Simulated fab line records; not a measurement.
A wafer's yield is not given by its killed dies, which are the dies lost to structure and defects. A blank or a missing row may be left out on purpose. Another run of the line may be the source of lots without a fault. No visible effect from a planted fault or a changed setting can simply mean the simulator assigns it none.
fab line records || flow n5-finfet
record: {"lots": 5, "wafers": 15, "last-day": 17}
route steps=1938 shown BEOL_M5@1151
lots untouched by any fault: they come from a run of this same line in which no faults occurred
start-h: hours from the record's opening day to when the first of the lot's shown wafers began || wait-h: hours since the lot's step before || " as in the row above || L1.1+2: several wafers, shown together as one row || - value missing, or start not given || * or withheld: withheld || < > ~ a bound
route shown NAME@n: NAME is a module with steps in the file, n the number in the route of the first one || usual: mean/standard deviation taken from wafers without a fault || same: alike in all rows || chamber/n: place in a boat || sites: readings site by site || _std_site: their standard deviation || _edge_site: inner sites' mean taken away from outer sites' mean || radius-mm: for every site, how far away it sits from the centre of the wafer || mask NAME#n: copy n || behind: the last tool/chamber to shape the wafer || hold: cause of the lot's hold/its duration in hours/its outcome || device: which transistor (n, p or np) failed to switch || end of line: tests of these same wafers at the route's end || step lacking rows: just its recipe || killed: count of dies lost to structure and defects at first sort (not the wafer's yield) || map: shows each die of a wafer: x if killed, . if not, _ if none is there
set.NAME: setting as actually run; set.NAME@STEP: the setting as run at that earlier step || model.NAME: the simulator's own value behind a step, which no gauge read
a table for each step, a row for each wafer; lots at some steps of the route
services: a tool's chamber out of use, with start hour (start-h, from the record's first day; less than 0 if before it), hours out, and reason
== steps ==
step: N5_BEOL_M5_DESCUM_33
recipe: {"chemistry": "O2", "time-s": 7, "source-power-w": 50, "bias-power-w": 20, "pressure-mtorr": 20, "rf-frequency-hz": 2.712e+07, "temp-c": 40, "resist": "CAR-EUV", "o2-flow-sccm": 225}
step: N5_BEOL_M5_ETCH_75
recipe: {"chemistry": "N2/H2", "target": "underlayer", "target-depth-a": 65, "mask-material": "CAR-EUV", "time-s": 5.2, "ion-energy-ev": 200, "pressure-mtorr": 30, "source-w": 840, "bias-w": 150, "n2-flow-sccm": 200, "h2-flow-sccm": 200, "ends": "cleared"}
step: N5_BEOL_M5_ETCH_67
recipe: {"chemistry": "CF4", "target": "SiARC", "target-depth-a": 156, "mask-material": "CAR-EUV", "time-s": 26, "ion-energy-ev": 80, "pressure-mtorr": 40, "source-w": 545, "bias-w": 36, "Ar_flow_sccm": 100, "cf4-flow-sccm": 100, "ends": "cleared"}
step: N5_BEOL_M5_ETCH_68
recipe: {"chemistry": "N2/H2", "target": "SOC", "target-depth-a": 800, "overetch-a": 160, "mask-material": "SiARC", "temp-c": 40, "time-s": 120, "ion-energy-ev": 200, "pressure-mtorr": 30, "source-w": 840, "bias-w": 150, "n2-flow-sccm": 200, "h2-flow-sccm": 200}
step: N5_BEOL_M5_STRIP_69
recipe: {"chemistry": "N2/H2", "temp-c": 40, "n2-flow-sccm": 200, "h2-flow-sccm": 200, "rf-frequency-hz": 6e+07}
step: N5_BEOL_M5_STRIP_76
recipe: {"chemistry": "N2/H2", "temp-c": 40, "n2-flow-sccm": 200, "h2-flow-sccm": 200, "rf-frequency-hz": 6e+07}
step: N5_BEOL_M5_VIA_ETCH_34
recipe: {"chemistry": "C4F6/O2", "target": "SiCOH_lowk", "target-depth-a": 883, "mask-material": "SOC", "taper-deg": 4, "time-s": 39.2, "ion-energy-ev": 250, "pressure-mtorr": 30, "source-w": 345, "bias-w": 185, "Ar_flow_sccm": 300, "C4F6_flow_sccm": 10, "O2_flow_sccm": 10}
step: N5_BEOL_M5_STRIP_85
recipe: {"chemistry": "C4F6/O2", "resist": "SiARC", "rf-frequency-hz": 6e+07}
step: N5_BEOL_M5_STRIP_36
recipe: {"chemistry": "N2/H2", "power-w": 450, "temp-c": 40, "pressure-mtorr": 20, "rf-frequency-hz": 6e+07, "overash-fraction": 0.3, "bias-power-w": 7, "h2-frac": 0.5, "n2-flow-sccm": 200, "h2-flow-sccm": 200}
step: N5_BEOL_M5_TRENCH_ETCH_37
recipe: {"chemistry": "C4F6/O2", "target-depth-a": 716.52, "target": "SiCOH_lowk", "time-s": 24.7, "ion-energy-ev": 250, "pressure-mtorr": 30, "source-w": 345, "bias-w": 185, "Ar_flow_sccm": 300, "C4F6_flow_sccm": 10, "O2_flow_sccm": 10}
usual: {"O2_flow_sccm": "10.00/0.031", "bias-w": "185.0/0.51", "drypump-motor-current-A": "5.5/0.42", "oes-product-au": "0.77/0.075", "rf-vpp-V": "666/7.1", "showerhead-plenum-p-Torr": "2.85/0.083", "throttle-valve-pct": "20.92/0.15"}
{"lot.wafer": "L903.1", "tool": "rie-diel-04", "chamber": 0, "start-h": 257.68, "wait-h": "-", "O2_flow_sccm": 9.94, "bias-w": 184.4, "drypump-motor-current-A": 5.7, "oes-product-au": 0.73, "rf-hours-counter-h": 191, "rf-vpp-V": 662, "showerhead-plenum-p-Torr": 2.83, "throttle-valve-pct": 20.96, "model.BEOL_M5.feature-depth-nm": 70.8, "model.etch.depth-nm": 70.7}
{"lot.wafer": "L903.2", "tool": "rie-diel-04", "chamber": 3, "start-h": 257.68, "wait-h": "-", "O2_flow_sccm": 9.96, "bias-w": 184.8, "drypump-motor-current-A": 5.3, "oes-product-au": 0.71, "rf-hours-counter-h": 190, "rf-vpp-V": 671, "showerhead-plenum-p-Torr": 2.96, "throttle-valve-pct": 21.20, "model.BEOL_M5.feature-depth-nm": 69.8, "model.etch.depth-nm": 69.86}
{"lot.wafer": "L903.3", "tool": "rie-diel-04", "chamber": 2, "start-h": 257.68, "wait-h": "-", "O2_flow_sccm": 10.01, "bias-w": 184.2, "drypump-motor-current-A": 5.3, "oes-product-au": 0.89, "rf-hours-counter-h": 40, "rf-vpp-V": 668, "showerhead-plenum-p-Torr": 2.79, "throttle-valve-pct": 20.69, "model.BEOL_M5.feature-depth-nm": 72.2, "model.etch.depth-nm": 72.24}
{"lot.wafer": "L905.3", "tool": "rie-diel-04", "chamber": 0, "start-h": 273.01, "wait-h": "-", "O2_flow_sccm": 9.97, "bias-w": 185.1, "drypump-motor-current-A": 5.7, "oes-product-au": 0.73, "rf-hours-counter-h": 194, "rf-vpp-V": 664, "showerhead-plenum-p-Torr": 2.82, "throttle-valve-pct": 20.94, "model.BEOL_M5.feature-depth-nm": 70.4, "model.etch.depth-nm": 70.4}
{"lot.wafer": "L905.5", "tool": "rie-diel-04", "chamber": 3, "start-h": 273.01, "wait-h": "-", "O2_flow_sccm": 9.99, "bias-w": 185.8, "drypump-motor-current-A": 5.3, "oes-product-au": 0.69, "rf-hours-counter-h": "-", "rf-vpp-V": 670, "showerhead-plenum-p-Torr": 2.95, "throttle-valve-pct": 21.20, "model.BEOL_M5.feature-depth-nm": 68.8, "model.etch.depth-nm": 68.76}
{"lot.wafer": "L905.6", "tool": "rie-diel-04", "chamber": 2, "start-h": 273.01, "wait-h": "-", "O2_flow_sccm": 10.01, "bias-w": 223.2, "drypump-motor-current-A": 5.3, "oes-product-au": 0.90, "rf-hours-counter-h": "-", "rf-vpp-V": 772, "showerhead-plenum-p-Torr": 2.79, "throttle-valve-pct": 20.69, "model.BEOL_M5.feature-depth-nm": 76, "model.etch.depth-nm": 75.96}
{"lot.wafer": "L906.2", "tool": "rie-diel-03", "chamber": 3, "start-h": 288.01, "wait-h": "-", "O2_flow_sccm": 9.97, "bias-w": 184.5, "drypump-motor-current-A": 6.2, "oes-product-au": 0.79, "rf-hours-counter-h": 100, "rf-vpp-V": 670, "showerhead-plenum-p-Torr": 2.75, "throttle-valve-pct": 20.90, "model.BEOL_M5.feature-depth-nm": 72.8, "model.etch.depth-nm": 72.89}
{"lot.wafer": "L906.3", "tool": "rie-diel-03", "chamber": 2, "start-h": 288.01, "wait-h": "-", "O2_flow_sccm": 9.98, "bias-w": 184.5, "drypump-motor-current-A": 5.4, "oes-product-au": 0.88, "rf-hours-counter-h": 47, "rf-vpp-V": 675, "showerhead-plenum-p-Torr": 2.78, "throttle-valve-pct": 20.88, "model.BEOL_M5.feature-depth-nm": 72.4, "model.etch.depth-nm": 72.39}
{"lot.wafer": "L906.5", "tool": "rie-diel-03", "chamber": 1, "start-h": 288.01, "wait-h": "-", "O2_flow_sccm": 9.98, "bias-w": 185.5, "drypump-motor-current-A": 5.2, "oes-product-au": 0.68, "rf-hours-counter-h": "-", "rf-vpp-V": 664, "showerhead-plenum-p-Torr": 2.93, "throttle-valve-pct": 21.13, "model.BEOL_M5.feature-depth-nm": 70.6, "model.etch.depth-nm": 70.67}
{"lot.wafer": "L910.3", "tool": "rie-diel-04", "chamber": 0, "start-h": 296.96, "wait-h": "-", "O2_flow_sccm": 9.98, "bias-w": 185.7, "drypump-motor-current-A": 5.6, "oes-product-au": 0.73, "rf-hours-counter-h": 200, "rf-vpp-V": 663, "showerhead-plenum-p-Torr": 2.82, "throttle-valve-pct": 20.98, "model.BEOL_M5.feature-depth-nm": 70.4, "model.etch.depth-nm": 70.47}
{"lot.wafer": "L910.5", "tool": "rie-diel-04", "chamber": 1, "start-h": 296.96, "wait-h": "-", "O2_flow_sccm": 10.00, "bias-w": 185.0, "drypump-motor-current-A": 4.9, "oes-product-au": 0.82, "rf-hours-counter-h": "-", "rf-vpp-V": 660, "showerhead-plenum-p-Torr": 2.99, "throttle-valve-pct": 21.04, "model.BEOL_M5.feature-depth-nm": 71.8, "model.etch.depth-nm": 71.86}
{"lot.wafer": "L910.6", "tool": "rie-diel-04", "chamber": 2, "start-h": 296.96, "wait-h": "-", "O2_flow_sccm": 10.02, "bias-w": 222.7, "drypump-motor-current-A": 5.3, "oes-product-au": 0.90, "rf-hours-counter-h": "-", "rf-vpp-V": 772, "showerhead-plenum-p-Torr": 2.79, "throttle-valve-pct": 20.71, "model.BEOL_M5.feature-depth-nm": 76, "model.etch.depth-nm": 75.94}
{"lot.wafer": "L911.1", "tool": "rie-diel-04", "chamber": 2, "start-h": 305.01, "wait-h": "-", "O2_flow_sccm": 9.97, "bias-w": 222.7, "drypump-motor-current-A": 5.3, "oes-product-au": 0.89, "rf-hours-counter-h": 52, "rf-vpp-V": 772, "showerhead-plenum-p-Torr": 2.79, "throttle-valve-pct": 20.71, "model.BEOL_M5.feature-depth-nm": 75.6, "model.etch.depth-nm": 75.51}
{"lot.wafer": "L911.3", "tool": "rie-diel-04", "chamber": 1, "start-h": 305.01, "wait-h": "-", "O2_flow_sccm": 10.01, "bias-w": 184.8, "drypump-motor-current-A": 4.9, "oes-product-au": 0.82, "rf-hours-counter-h": 91, "rf-vpp-V": 660, "showerhead-plenum-p-Torr": 2.99, "throttle-valve-pct": 21.04, "model.BEOL_M5.feature-depth-nm": 71.2, "model.etch.depth-nm": 71.22}
{"lot.wafer": "L911.4", "tool": "rie-diel-04", "chamber": 0, "start-h": 305.01, "wait-h": "-", "O2_flow_sccm": 10.06, "bias-w": 184.7, "drypump-motor-current-A": 5.7, "oes-product-au": 0.71, "rf-hours-counter-h": 202, "rf-vpp-V": 663, "showerhead-plenum-p-Torr": 2.82, "throttle-valve-pct": 20.96, "model.BEOL_M5.feature-depth-nm": 69.2, "model.etch.depth-nm": 69.2}
step: N5_BEOL_M5_ETCH_41
recipe: {"chemistry": "CH3F/O2", "target": "SiCN", "target-depth-a": 315, "taper-deg": 2, "time-s": 56.7, "ion-energy-ev": 120, "mask-material": "TiN", "pressure-mtorr": 30, "source-w": 395, "bias-w": 75, "Ar_flow_sccm": 150, "CH3F_flow_sccm": 30, "O2_flow_sccm": 20}
step: N5_BEOL_M5_STRIP_91
recipe: {"chemistry": "N2/H2", "time-s": 10, "power-w": 450, "temp-c": 40, "pressure-mtorr": 20, "rf-frequency-hz": 6e+07, "bias-power-w": 7, "n2-flow-sccm": 200, "h2-flow-sccm": 200}
step: N5_BEOL_M5_OCD_MEAS_38
usual: {"trench-depth-nm": "71.2/1.2"}
{"lot.wafer": "L903.1", "tool": "ocd-02", "chamber": "-", "start-h": 257.83, "wait-h": "-", "trench-depth-nm": 71.1}
{"lot.wafer": "L903.2", "tool": "ocd-02", "chamber": "-", "start-h": 257.83, "wait-h": "-", "trench-depth-nm": 69.9}
{"lot.wafer": "L903.3", "tool": "ocd-02", "chamber": "-", "start-h": 257.83, "wait-h": "-", "trench-depth-nm": 72.2}
{"lot.wafer": "L905.3", "tool": "ocd-02", "chamber": "-", "start-h": 273.17, "wait-h": "-", "trench-depth-nm": 69.7}
{"lot.wafer": "L905.5", "tool": "ocd-02", "chamber": "-", "start-h": 273.17, "wait-h": "-", "trench-depth-nm": 68.3}
{"lot.wafer": "L905.6", "tool": "ocd-02", "chamber": "-", "start-h": 273.17, "wait-h": "-", "trench-depth-nm": 76.5}
{"lot.wafer": "L906.2", "tool": "ocd-02", "chamber": "-", "start-h": 288.16, "wait-h": "-", "trench-depth-nm": 73.1}
{"lot.wafer": "L906.3", "tool": "ocd-02", "chamber": "-", "start-h": 288.16, "wait-h": "-", "trench-depth-nm": 72.0}
{"lot.wafer": "L906.5", "tool": "ocd-02", "chamber": "-", "start-h": 288.16, "wait-h": "-", "trench-depth-nm": 70.4}
{"lot.wafer": "L910.3", "tool": "ocd-01", "chamber": "-", "start-h": 297.11, "wait-h": "-", "trench-depth-nm": 70.6}
{"lot.wafer": "L910.5", "tool": "ocd-01", "chamber": "-", "start-h": 297.11, "wait-h": "-", "trench-depth-nm": 72.2}
{"lot.wafer": "L910.6", "tool": "ocd-01", "chamber": "-", "start-h": 297.11, "wait-h": "-", "trench-depth-nm": 76.2}
{"lot.wafer": "L911.1", "tool": "ocd-02", "chamber": "-", "start-h": 305.17, "wait-h": "-", "trench-depth-nm": 75.8}
{"lot.wafer": "L911.3", "tool": "ocd-02", "chamber": "-", "start-h": 305.17, "wait-h": "-", "trench-depth-nm": 71.3}
{"lot.wafer": "L911.4", "tool": "ocd-02", "chamber": "-", "start-h": 305.17, "wait-h": "-", "trench-depth-nm": 69.3}
step: N5_BEOL_M5_HM_STRIP_39
recipe: {"chemistry": "peroxide-tin-strip", "material": "TiN", "target-depth-a": 250, "temp-c": 50, "time-s": 158}
step: N5_BEOL_M5_SRD_40
recipe: {"time-s": 30, "temp-c": 23, "rinse-liquid": "diw", "dry": "ipa-marangoni"}
step: N5_BEOL_M5_PRECLEAN_42
recipe: {"chemistry": "residue-remover", "time-s": 60, "temp-c": 40}
step: N5_BEOL_M5_SRD_43
recipe: {"time-s": 30, "temp-c": 23, "rinse-liquid": "diw", "dry": "ipa-marangoni"}
step: N5_BEOL_M5_CURE_80
recipe: {"temp-c": 370, "time-s": 120, "ambient": "DMADMS/He", "material": "SiCOH_lowk"}
step: N5_BEOL_M5_DEGAS_44
recipe: {"ambient": "vacuum", "temp-c": 250, "time-s": 60}
step: N5_BEOL_M5_PRE_CLEAN_45
recipe: {"gas": "H2/He", "time-s": 30, "temp-c": 250}
step: N5_BEOL_M5_ALD_86
recipe: {"material": "TaN", "target-thk-a": "*", "temp-c": 275, "ald-precursor-family": "PDMAT", "ald-co-reactant": "NH3", "pressure-torr": 3, "carrier-flow-sccm": 1500, "pulse-time-s": 2, "purge-time-s": 3, "co-reactant-purge-time-s": 2, "co-reactant-pulse-time-s": 3, "ald-cycles": 30, "precursor-vessel-temp-c": 75, "precursor-vessel-pressure-torr": 26.25, "precursor-vessel-carrier-sccm": 1000}
step: N5_BEOL_M5_SURFACE_TREAT_87
recipe: {"gas": "Ar", "time-s": "*", "ion-energy-ev": "*", "ion-current-ma-cm2": 0.5, "pressure-mtorr": "*", "ar-flow-sccm": 30}
step: N5_BEOL_M5_CVD_47
recipe: {"material": "Co", "target-thk-a": 30, "temp-c": "withheld", "precursor": "CCTBA/H2", "pressure-torr": 30, "time-s": 216}
step: N5_BEOL_M5_SPUTTER_48
recipe: {"material": "Cu", "target-thk-a": 150, "temp-c": -20, "chamber-pressure-pa": 0.07, "power-w": "withheld", "time-s": 27.62}
step: N5_BEOL_M5_ANNEAL_49
recipe: {"temp-c": 400, "time-s": 1800, "ambient": "vacuum"}
step: N5_BEOL_M5_SPUTTER_81
recipe: {"material": "Cu", "target-thk-a": 150, "temp-c": -20, "chamber-pressure-pa": 0.07, "power-w": "withheld", "time-s": 27.62}
step: N5_BEOL_M5_ANNEAL_82
recipe: {"temp-c": 400, "time-s": 1800, "ambient": "vacuum"}
step: N5_BEOL_M5_SPUTTER_83
recipe: {"material": "Cu", "target-thk-a": 150, "temp-c": -20, "chamber-pressure-pa": 0.07, "power-w": "withheld", "time-s": 27.62}
step: N5_BEOL_M5_ANNEAL_84
recipe: {"temp-c": 400, "time-s": 1800, "ambient": "vacuum"}
step: N5_BEOL_M5_SPUTTER_88
recipe: {"material": "Cu", "target-thk-a": 150, "temp-c": -20, "chamber-pressure-pa": 0.07, "power-w": "withheld", "time-s": 27.62}
step: N5_BEOL_M5_ANNEAL_89
recipe: {"temp-c": 400, "time-s": 1800, "ambient": "vacuum"}
step: N5_BEOL_M5_SPUTTER_90
recipe: {"material": "Cu", "target-thk-a": 45, "temp-c": -20, "chamber-pressure-pa": 0.07, "power-w": "withheld", "time-s": 8.29}
step: N5_BEOL_M5_ECD_50
recipe: {"material": "Cu", "target-thk-a": 3000}
step: N5_BEOL_M5_ANNEAL_51
recipe: {"temp-c": 225, "time-s": 90, "ambient": "N2"}
step: N5_BEOL_M5_CMP_52
recipe: {"stop-on": "SiCOH_lowk", "t-overpolish-s": 6.9, "down-force-psi": 1, "platen-rpm": 50, "clearing-platen-down-force-psi": 1.5, "clearing-platen-rpm": 50, "post-cmp-clean": "cu-alkaline", "target-thk-nm": 62, "clearing-platen-pad-velocity-m-s": 0.99484, "pad-velocity-m-s": 0.99484}
usual: {"barrier-field-endpoint-s": "24.7/0.59", "motor-current-A": "5.9/0.43", "overpolish-run-s": "6.900/0.0092", "time-to-endpoint-s": "62.6/2.4"}
same: {"t-overpolish-s": 6.9}
{"lot.wafer": "L903.3", "tool": "cmp-01", "chamber": 0, "start-h": 265.13, "wait-h": 0.2, "barrier-field-endpoint-s": 23.9, "motor-current-A": 5.5, "overpolish-run-s": 6.892, "time-to-endpoint-s": 61.0, "model.Cu_of_BEOL_M5_ECD_50.thk-nm": 61}
{"lot.wafer": "L903.2", "tool": "cmp-01", "chamber": 1, "start-h": 265.13, "wait-h": 0.2, "barrier-field-endpoint-s": 23.3, "motor-current-A": 5.8, "overpolish-run-s": 6.914, "time-to-endpoint-s": 58.0, "model.Cu_of_BEOL_M5_ECD_50.thk-nm": 58.8}
{"lot.wafer": "L903.1", "tool": "cmp-01", "chamber": 2, "start-h": 265.13, "wait-h": 0.2, "barrier-field-endpoint-s": 24.1, "motor-current-A": 6.3, "overpolish-run-s": 6.921, "time-to-endpoint-s": 58.4, "model.Cu_of_BEOL_M5_ECD_50.thk-nm": 61}
{"lot.wafer": "L905.3", "tool": "cmp-03", "chamber": 1, "start-h": 280.43, "wait-h": 0.2, "barrier-field-endpoint-s": 25.1, "motor-current-A": 6.7, "overpolish-run-s": 6.889, "time-to-endpoint-s": 63.9, "model.Cu_of_BEOL_M5_ECD_50.thk-nm": 60.6}
{"lot.wafer": "L905.5", "tool": "cmp-03", "chamber": 1, "start-h": 280.43, "wait-h": 0.2, "barrier-field-endpoint-s": 24.9, "motor-current-A": 6.4, "overpolish-run-s": 6.893, "time-to-endpoint-s": 64.2, "model.Cu_of_BEOL_M5_ECD_50.thk-nm": 59.4}
{"lot.wafer": "L905.6", "tool": "cmp-03", "chamber": 2, "start-h": 280.43, "wait-h": 0.2, "barrier-field-endpoint-s": 25.5, "motor-current-A": 6.2, "overpolish-run-s": 6.922, "time-to-endpoint-s": 63.5, "model.Cu_of_BEOL_M5_ECD_50.thk-nm": 65.6}
{"lot.wafer": "L906.3", "tool": "cmp-01", "chamber": 2, "start-h": 294.40, "wait-h": 0.2, "barrier-field-endpoint-s": 24.3, "motor-current-A": 6.1, "overpolish-run-s": 6.899, "time-to-endpoint-s": 61.4, "model.Cu_of_BEOL_M5_ECD_50.thk-nm": 63}
{"lot.wafer": "L906.2", "tool": "cmp-01", "chamber": 3, "start-h": 294.40, "wait-h": 0.2, "barrier-field-endpoint-s": 25.4, "motor-current-A": 5.5, "overpolish-run-s": 6.901, "time-to-endpoint-s": 66.6, "model.Cu_of_BEOL_M5_ECD_50.thk-nm": 65}
{"lot.wafer": "L906.5", "tool": "cmp-01", "chamber": 3, "start-h": 294.40, "wait-h": 0.2, "barrier-field-endpoint-s": 25.2, "motor-current-A": 5.3, "overpolish-run-s": 6.896, "time-to-endpoint-s": 63.7, "model.Cu_of_BEOL_M5_ECD_50.thk-nm": 62}
{"lot.wafer": "L910.3", "tool": "cmp-03", "chamber": 1, "start-h": 305.43, "wait-h": 0.4, "barrier-field-endpoint-s": 24.1, "motor-current-A": 6.6, "overpolish-run-s": 6.899, "time-to-endpoint-s": 61.2, "model.Cu_of_BEOL_M5_ECD_50.thk-nm": 61.2}
{"lot.wafer": "L910.5", "tool": "cmp-03", "chamber": 3, "start-h": 305.43, "wait-h": 0.4, "barrier-field-endpoint-s": 24.9, "motor-current-A": 5.3, "overpolish-run-s": 6.896, "time-to-endpoint-s": 64.8, "model.Cu_of_BEOL_M5_ECD_50.thk-nm": 63}
{"lot.wafer": "L910.6", "tool": "cmp-03", "chamber": 0, "start-h": 305.43, "wait-h": 0.4, "barrier-field-endpoint-s": 25.0, "motor-current-A": 6.2, "overpolish-run-s": 6.897, "time-to-endpoint-s": 62.1, "model.Cu_of_BEOL_M5_ECD_50.thk-nm": 67.2}
{"lot.wafer": "L911.1", "tool": "cmp-03", "chamber": 1, "start-h": 311.97, "wait-h": 0.3, "barrier-field-endpoint-s": 24.4, "motor-current-A": 6.5, "overpolish-run-s": 6.889, "time-to-endpoint-s": 64.1, "model.Cu_of_BEOL_M5_ECD_50.thk-nm": 65}
{"lot.wafer": "L911.4", "tool": "cmp-03", "chamber": 2, "start-h": 311.97, "wait-h": 0.3, "barrier-field-endpoint-s": 24.8, "motor-current-A": 6.0, "overpolish-run-s": 6.903, "time-to-endpoint-s": 63.7, "model.Cu_of_BEOL_M5_ECD_50.thk-nm": 59.2}
{"lot.wafer": "L911.3", "tool": "cmp-03", "chamber": 3, "start-h": 311.97, "wait-h": 0.3, "barrier-field-endpoint-s": 24.3, "motor-current-A": 5.3, "overpolish-run-s": 6.912, "time-to-endpoint-s": 63.2, "model.Cu_of_BEOL_M5_ECD_50.thk-nm": 61.4}
step: N5_BEOL_M5_THK_MEAS_53
recipe: {"thk-meas-gauge": "xrf", "reads": "Cu_of_BEOL_M5_ECD_50"}
usual: {"M5_THK": "60.9/1.6"}
{"lot.wafer": "L903.1", "tool": "film-metro-02", "chamber": "-", "start-h": 265.42, "wait-h": "-", "M5_THK[nm]": 59.0}
{"lot.wafer": "L903.2", "tool": "film-metro-02", "chamber": "-", "start-h": 265.42, "wait-h": "-", "M5_THK[nm]": 57.1}
{"lot.wafer": "L903.3", "tool": "film-metro-02", "chamber": "-", "start-h": 265.42, "wait-h": "-", "M5_THK[nm]": 59.5}
{"lot.wafer": "L905.3", "tool": "film-metro-01", "chamber": "-", "start-h": 280.72, "wait-h": "-", "M5_THK[nm]": 60.5}
{"lot.wafer": "L905.5", "tool": "film-metro-01", "chamber": "-", "start-h": 280.72, "wait-h": "-", "M5_THK[nm]": 58.9}
{"lot.wafer": "L905.6", "tool": "film-metro-01", "chamber": "-", "start-h": 280.72, "wait-h": "-", "M5_THK[nm]": 65.3}
{"lot.wafer": "L906.2", "tool": "film-metro-01", "chamber": "-", "start-h": 294.71, "wait-h": 0.2, "M5_THK[nm]": 65.0}
{"lot.wafer": "L906.3", "tool": "film-metro-01", "chamber": "-", "start-h": 294.71, "wait-h": 0.2, "M5_THK[nm]": 62.9}
{"lot.wafer": "L906.5", "tool": "film-metro-01", "chamber": "-", "start-h": 294.71, "wait-h": 0.2, "M5_THK[nm]": 61.8}
{"lot.wafer": "L910.3", "tool": "film-metro-02", "chamber": "-", "start-h": 305.65, "wait-h": "-", "M5_THK[nm]": 59.8}
{"lot.wafer": "L910.5", "tool": "film-metro-02", "chamber": "-", "start-h": 305.65, "wait-h": "-", "M5_THK[nm]": 61.9}
{"lot.wafer": "L910.6", "tool": "film-metro-02", "chamber": "-", "start-h": 305.65, "wait-h": "-", "M5_THK[nm]": 66.3}
{"lot.wafer": "L911.1", "tool": "film-metro-01", "chamber": "-", "start-h": 312.26, "wait-h": "-", "M5_THK[nm]": 64.5}
{"lot.wafer": "L911.3", "tool": "film-metro-01", "chamber": "-", "start-h": 312.26, "wait-h": "-", "M5_THK[nm]": 60.9}
{"lot.wafer": "L911.4", "tool": "film-metro-01", "chamber": "-", "start-h": 312.26, "wait-h": "-", "M5_THK[nm]": 58.7}
step: N5_BEOL_M5_PRE_CLEAN_77
recipe: {"gas": "NH3/H2", "time-s": 15, "temp-c": "*", "rf-power-w": 300}
step: N5_BEOL_M5_CO_CAP_78
recipe: {"material": "Co", "target-thk-a": 20, "temp-c": 200, "precursor": "CCTBA/H2", "pressure-torr": 30, "time-s": 102.1}
step: N5_BEOL_M5_RS_MEAS_57
recipe: {"thk-meas-gauge": "four-point-probe", "reads": "Co_of_BEOL_M5_CO_CAP_78+Cu_of_BEOL_M5_ECD_50+Co_of_BEOL_M5_CVD_47+TaN_of_BEOL_M5_ALD_86"}
usual: {"M5_RS": "0.390/0.011"}
{"lot.wafer": "L903.1", "tool": "film-metro-01", "chamber": "-", "start-h": 265.68, "wait-h": 0.0, "M5_RS[ohm/sq]": 0.395}
{"lot.wafer": "L903.2", "tool": "film-metro-01", "chamber": "-", "start-h": 265.68, "wait-h": 0.0, "M5_RS[ohm/sq]": 0.412}
{"lot.wafer": "L903.3", "tool": "film-metro-01", "chamber": "-", "start-h": 265.68, "wait-h": 0.0, "M5_RS[ohm/sq]": 0.394}
{"lot.wafer": "L905.3", "tool": "film-metro-01", "chamber": "-", "start-h": 280.98, "wait-h": 0.1, "M5_RS[ohm/sq]": 0.398}
{"lot.wafer": "L905.5", "tool": "film-metro-01", "chamber": "-", "start-h": 280.98, "wait-h": 0.1, "M5_RS[ohm/sq]": 0.408}
{"lot.wafer": "L905.6", "tool": "film-metro-01", "chamber": "-", "start-h": 280.98, "wait-h": 0.1, "M5_RS[ohm/sq]": 0.361}
{"lot.wafer": "L906.2", "tool": "film-metro-02", "chamber": "-", "start-h": 294.99, "wait-h": 0.1, "M5_RS[ohm/sq]": 0.365}
{"lot.wafer": "L906.3", "tool": "film-metro-02", "chamber": "-", "start-h": 294.99, "wait-h": 0.1, "M5_RS[ohm/sq]": 0.379}
{"lot.wafer": "L906.5", "tool": "film-metro-02", "chamber": "-", "start-h": 294.99, "wait-h": 0.1, "M5_RS[ohm/sq]": 0.387}
{"lot.wafer": "L910.3", "tool": "film-metro-01", "chamber": "-", "start-h": 306.08, "wait-h": 0.1, "M5_RS[ohm/sq]": 0.393}
{"lot.wafer": "L910.5", "tool": "film-metro-01", "chamber": "-", "start-h": 306.08, "wait-h": 0.1, "M5_RS[ohm/sq]": 0.379}
{"lot.wafer": "L910.6", "tool": "film-metro-01", "chamber": "-", "start-h": 306.08, "wait-h": 0.1, "M5_RS[ohm/sq]": 0.350}
{"lot.wafer": "L911.1", "tool": "film-metro-01", "chamber": "-", "start-h": 312.58, "wait-h": 0.0, "M5_RS[ohm/sq]": 0.366}
{"lot.wafer": "L911.3", "tool": "film-metro-01", "chamber": "-", "start-h": 312.58, "wait-h": 0.0, "M5_RS[ohm/sq]": 0.390}
{"lot.wafer": "L911.4", "tool": "film-metro-01", "chamber": "-", "start-h": 312.58, "wait-h": 0.0, "M5_RS[ohm/sq]": 0.409}
== services ==
{"tool": "rie-diel-03", "chamber": 3, "start-h": 260.74, "hours": 9.0, "kind": "repair"}
{"tool": "cmp-01", "chamber": "-", "start-h": 288.75, "hours": 4.0, "kind": "pm"}
{"tool": "cmp-01", "chamber": "-", "start-h": 292.75, "hours": "-", "kind": "consumable-replace:conditioner"}
{"tool": "cmp-01", "chamber": "-", "start-h": 292.75, "hours": "-", "kind": "consumable-replace:pad"}
== key ==
first-sign: {"step": "N5_BEOL_M5_TRENCH_ETCH_37", "reading": "bias-w", "direction": "up", "sigmas": 74, "usual": "*", "struck": "*"}
effect: {"step": "N5_BEOL_M5_TRENCH_ETCH_37", "reading": "rf-vpp-V", "direction": "up", "sigmas": 15, "usual": 666, "struck": 772}
effect: {"step": "N5_BEOL_M5_OCD_MEAS_38", "reading": "trench-depth-nm", "direction": "up", "sigmas": 4.3, "usual": 71.2, "struck": 76.2}
effect: {"step": "N5_BEOL_M5_THK_MEAS_53", "reading": "M5_THK", "direction": "up", "sigmas": 2.9, "usual": 60.9, "struck": 65.4}
effect: {"step": "N5_BEOL_M5_RS_MEAS_57", "reading": "M5_RS", "direction": "down", "sigmas": 2.8, "usual": 0.390, "struck": 0.359}
model-effect: {"step": "N5_BEOL_M5_TRENCH_ETCH_37", "value": "BEOL_M5.feature-depth-nm", "without": 71.33, "struck": 75.87}
model-effect: {"step": "N5_BEOL_M5_CMP_52", "value": "Cu_of_BEOL_M5_ECD_50.thk-nm", "without": 61.47, "struck": 65.93}
met-at N5_BEOL_M5_TRENCH_ETCH_37
struck-wafers L905.6,L910.6,L911.1
onset-between 257.68 273.01
fault: {"kind": "process-parameter-drift", "tool": "rie-diel-04", "chamber": 2, "onset-h": 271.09, "steps": "N5_BEOL_M5_TRENCH_ETCH_37", "channel": "bias-w", "offset": "*", "shape": "step", "end-h": 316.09, "acts-in": "*", "stated": "*"}
